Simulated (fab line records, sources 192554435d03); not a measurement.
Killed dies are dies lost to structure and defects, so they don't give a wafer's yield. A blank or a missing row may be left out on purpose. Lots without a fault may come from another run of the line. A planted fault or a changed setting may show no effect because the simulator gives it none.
Problem report in the 8D (eight disciplines) form, filled by code | flow n5_finfet | the parts of the form that need people (team, actions taken, sign-off) are left out

1. THE PROBLEM
VT_N_LONG at N5_BEOL_M4_RC_MEAS_101 reads a mean of 296.8 mV on 4 wafers of 3 lots; wafers without a fault read 274.8 mV with a standard deviation of 2.2. That is +10 standard deviations from the usual mean.
First seen on wafer L432.2, day 9 21:47, on prober-01. The record holds 25 wafers of 9 lots with a number at this step. Rule for "out", or "out of limits": more than 4 standard deviations from the usual mean. The other wafers with a number count as sound.

2. WHAT IT IS AND WHAT IT IS NOT
question                    | is                                     | is not
which readings at this step | VT_N_LONG, IOFF_N_LONG, VT_N, VT_N_LVT | DIBL_N, DIBL_P, SS_P
which lots                  | L432, L435, L436                       | L428, L430, L431, L440, L442, L444
which wafers of those lots  | L432.2, L435.2, L435.4, L436.4         | L432.3, L432.6, L436.3
read on which gauges        | prober-01                              | prober-02
when                        | from day 9 21:47                       | up to then (8 sound wafers); but 13 sound wafers of L431, L436, L440, L442, L444 came after

3. SUSPECTS, AND WHAT RULES EACH OUT
Counting: a tool at a process step up to the reading stays a suspect if it ran every lot that is out. Sound lots after the first of them don't rule it out here, since some wafers of a struck lot are sound.
- the gauge at N5_BEOL_M4_RC_MEAS_101: kept. All the wafers that are out were read on prober-01, and no step on other tools shows them out.
- ald_metal-04 at N5_HKMG_FIN_NWFM_ALD_20 (deposits TiAlC, target thk 2 nm, pulse time 3 s, purge time 2 s): kept. It ran every lot that is out, first L432 (day 6 04:23); its last sound lot up to then is L431 (day 5 23:58).
- rie_metal-01 at N5_HKMG_FIN_ETCHBACK_68 (etches the open film in Cl2/Ar, stops on HfO2, target depth 0.5 nm): kept. It ran every lot that is out, first L432 (day 6 05:02); its last sound lot up to then is L428 (day 5 07:07).
Left after counting: ald_metal-04 at N5_HKMG_FIN_NWFM_ALD_20, rie_metal-01 at N5_HKMG_FIN_ETCHBACK_68, prober-01 at N5_BEOL_M4_RC_MEAS_101.

4. THE CAUSE (what the simulator had put in)
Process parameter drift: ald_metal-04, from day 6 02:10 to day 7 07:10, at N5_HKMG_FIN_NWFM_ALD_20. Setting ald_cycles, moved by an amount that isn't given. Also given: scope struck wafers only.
Counting left 3 suspects, and this tool is among them.

5. THE CHAIN OF EFFECTS, in route order
Each row: a reading whose mean over the struck wafers that have a number lies more than 3 standard deviations from the usual. Only readings for which the record gives a usual standard deviation are gone through. hours: the time from each lot's start at the first step in this table that gives one to its start at this step, as a median over the lots. sigmas: the change in usual standard deviations.
hours | step                    | reading        | usual          | on struck wafers | change    | sigmas
0     | N5_BEOL_M4_RC_MEAS_101  | IOFF_N         | 0.164 nA/um    | 0.075            | -0.089    | -3.6
0     | N5_BEOL_M4_RC_MEAS_101  | IOFF_N_85C     | 3.2 nA/um      | 1.6              | -1.6      | -4.0
0     | N5_BEOL_M4_RC_MEAS_101  | IOFF_N_LIN     | 0.075 nA/um    | 0.034            | -0.041    | -4.2
0     | N5_BEOL_M4_RC_MEAS_101  | IOFF_N_LONG    | 5.55e-05 nA/um | 3.55e-05         | -2.00e-05 | -9.5
0     | N5_BEOL_M4_RC_MEAS_101  | IOFF_P_LIN     | 0.101 nA/um    | 0.137            | +0.036    | +3.2
0     | N5_BEOL_M4_RC_MEAS_101  | IOFF_P_LONG    | 0.000104 nA/um | 0.000133         | +0.000029 | +4.0
0     | N5_BEOL_M4_RC_MEAS_101  | ION_N          | 675 uA/um      | 624              | -50       | -5.1
0     | N5_BEOL_M4_RC_MEAS_101  | VT_N           | 249.2 mV       | 269.8            | +20.6     | +7.6
0     | N5_BEOL_M4_RC_MEAS_101  | VT_N_LONG      | 274.8 mV       | 296.8            | +22.0     | +10
0     | N5_BEOL_M4_RC_MEAS_101  | VT_N_LVT       | 98.0 mV        | 121.1            | +23.1     | +8.0
0     | N5_BEOL_M4_RC_MEAS_101  | VT_P_LONG      | -275.3 mV      | -266.1           | +9.2      | +3.3
0     | N5_BEOL_M4_RC_MEAS_101  | VT_P_LVT       | -98.6 mV       | -92.0            | +6.6      | +3.0
105   | N5_PASSIVATION_PROBE_49 | sort_n_pass    | 1075           | 621              | -454      | -28
105   | N5_PASSIVATION_PROBE_49 | sort_yield_pct | 91.1 %         | 52.6             | -38.5     | -27
The process steps in it:
- N5_PASSIVATION_PROBE_49

6. WHAT WOULD HAVE CAUGHT IT SOONER
In this record the first reading out of limits at a measuring or inspecting step was taken at day 9 21:47, 92 hours after the fault began at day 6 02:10.
Of the tool readings at N5_HKMG_FIN_NWFM_ALD_20 for which the record gives a usual standard deviation, none was out on any struck wafer, so an alarm limit of 4 standard deviations on them would not have fired.
All the lots that are out (3) had begun N5_HKMG_FIN_NWFM_ALD_20 on ald_metal-04 by day 9 21:47. A hold on the tool at that time would have spared none of them.
